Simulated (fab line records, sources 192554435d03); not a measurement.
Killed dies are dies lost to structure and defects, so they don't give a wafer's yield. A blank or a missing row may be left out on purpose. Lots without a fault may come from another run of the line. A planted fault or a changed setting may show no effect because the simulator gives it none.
Chamber matching | flow n5_finfet | N5_GATE_CUT_CMP_23 on cmp-03: 4 sister chambers
The step polishes, stops on SiO2, t overpolish 23.4 s, target thk 16 nm. 14 wafers are shown with their chamber, then 6 later ones without.

WAFERS WITH THEIR CHAMBER
wafer  | chamber | motor_current_A (A) | time_to_endpoint_s (s) | overpolish_run_s (s)
L081.2 | 1       | 8.2                 | 16                     | 23.406
L081.3 | 2       | 9.7                 | 16                     | 23.402
L081.4 | 3       | 10.1                | 20                     | 23.394
L085.2 | 3       | 10.8                | 19                     | 23.411
L085.3 | 0       | 8.7                 | 16                     | 23.394
L086.1 | 1       | 7.7                 | 16                     | 23.397
L086.3 | 0       | 8.7                 | 17                     | 23.405
L086.4 | 3       | 11.0                | 18                     | 23.390
L088.1 | 1       | 8.0                 | 17                     | 23.416
L088.4 | 3       | 10.6                | 22                     | 23.403
L090.2 | 0       | 8.7                 | 13                     | 23.402
L090.3 | 3       | 10.6                | 16                     | 23.392
L091.1 | 2       | 9.0                 | 14                     | 23.402
L091.3 | 0       | 8.8                 | 18                     | 23.411

SIGNATURES (means of the wafers above)
reading            | chamber 0 | chamber 1 | chamber 2 | chamber 3 | scatter within a chamber
motor_current_A    | 8.725     | 7.967     | 9.350     | 10.620    | 0.288
time_to_endpoint_s | 16.00     | 16.33     | 15.00     | 19.00     | 1.91
overpolish_run_s   | 23.40300  | 23.40633  | 23.40200  | 23.39800  | 0.008
Rule: a wafer's distance from a chamber is the root of the sum, over the readings, of the square of ((its reading less the chamber's mean) divided by the reading's scatter). The wafer belongs to the nearest chamber; if the next one is less than 2 further off, it can't be placed. The scatter: the root of (the sum of the squares of (reading less its chamber's mean) over the shown wafers, divided by (wafers less chambers)).

WAFERS WITHOUT THEIR CHAMBER
wafer  | motor_current_A (A) | time_to_endpoint_s (s) | overpolish_run_s (s)
L094.2 | 8.2                 | 16                     | 23.396
L094.4 | 7.5                 | 15                     | 23.405
L095.1 | 7.9                 | 15                     | 23.408
L095.2 | 9.2                 | 11                     | 23.396
L095.4 | 9.8                 | 19                     | 23.390
L097.2 | 10.5                | 19                     | 23.412

WHICH CHAMBER EACH WENT THROUGH
wafer  | from the rows above          | in truth
L094.2 | can't be placed: 1 or 0      | 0
L094.4 | 1                            | 1
L095.1 | 1                            | 1
L095.2 | can't be placed: 2 or 0      | 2
L095.4 | can't be placed: 2 or 3 or 0 | 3
L097.2 | 3                            | 3
Placed correctly: 3 of 6. Can't be placed from these rows: 3 (the true chamber is among the candidates in 3). Placed wrongly: 0.
